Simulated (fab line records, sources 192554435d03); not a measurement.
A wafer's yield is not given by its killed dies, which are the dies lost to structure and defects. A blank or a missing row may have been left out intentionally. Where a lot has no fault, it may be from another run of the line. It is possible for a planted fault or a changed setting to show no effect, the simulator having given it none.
The same fault as seen by 2 desks    flow n5 finfet    each desk has only its own numbers; what lay behind them comes last

## FROM THE METROLOGY DESK
What the gauges read for every lot (on any tool): the sampled wafers with a number, averaged. A lot is out of limits, marked OUT, if its mean lies more than 4 standard deviations from the usual mean; the brackets give that distance.
Columns: A = cd nm at N5_BEOL_M15_CD_MEAS_28, usual 406.3 nm
lot   first seen here  A
L325  day 12 03:07     403.2
L328  day 13 22:12     392.7 (-6.5) OUT
L330  day 14 12:13     395.0 (-5.4) OUT
L339  day 17 12:25     405.6
This desk's finding: out of limits on L328, L330; first on L328, day 13 22:12 (cd nm at N5_BEOL_M15_CD_MEAS_28). L325, L339 stayed within limits.

## AT THE TOOL OWNER'S DESK: litho track-03
The tool's own readings at N5_BEOL_M15_PEB_26 (peb time 90 s): means of the sampled wafers that have a number, for each lot that ran on this tool. A lot is out of limits, marked OUT, if its mean lies more than 4 standard deviations from the usual mean; the brackets give that distance.
Columns: A = chill plate temp C at N5_BEOL_M15_PEB_26, usual 23.03 C; B = exhaust pa at N5_BEOL_M15_PEB_26, usual 44.9 Pa; C = heater power total W at N5_BEOL_M15_PEB_26, usual 172.5 W; D = plate temp C at N5_BEOL_M15_PEB_26, usual 129.97 C
lot   first seen here  A      B     C                 D
L325  day 12 03:00     22.96  44.5  173.1             129.88
L328  day 13 22:05     22.95  43.7  168.3 (-5.3) OUT  127.30 (-21) OUT
L330  day 14 12:07     23.13  45.3  167.6 (-6.2) OUT  127.26 (-21) OUT
This desk's finding: out of limits on L328, L330; first on L328, day 13 22:05 (heater power total W at N5_BEOL_M15_PEB_26). L325 stayed within limits.

## ALL TOGETHER
On L328, L330, at day 13 22:05, an alarm was possible from the tool owner's desk.
At day 13 22:12 the metrology desk could have sounded an alarm, on L328, L330.
Of the lots named, all ran N5_BEOL_M15_PEB_26 on litho track-03.

## WHAT HAD BEEN PUT IN BY THE SIMULATOR
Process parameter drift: litho track-03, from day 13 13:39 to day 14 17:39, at N5_BEOL_M15_PEB_26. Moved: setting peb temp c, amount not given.
Lots struck among those shown: L328, L330.
Hours from the fault's start to each desk's first reading out of limits: the tool owner's desk, 8; the metrology desk, 9.
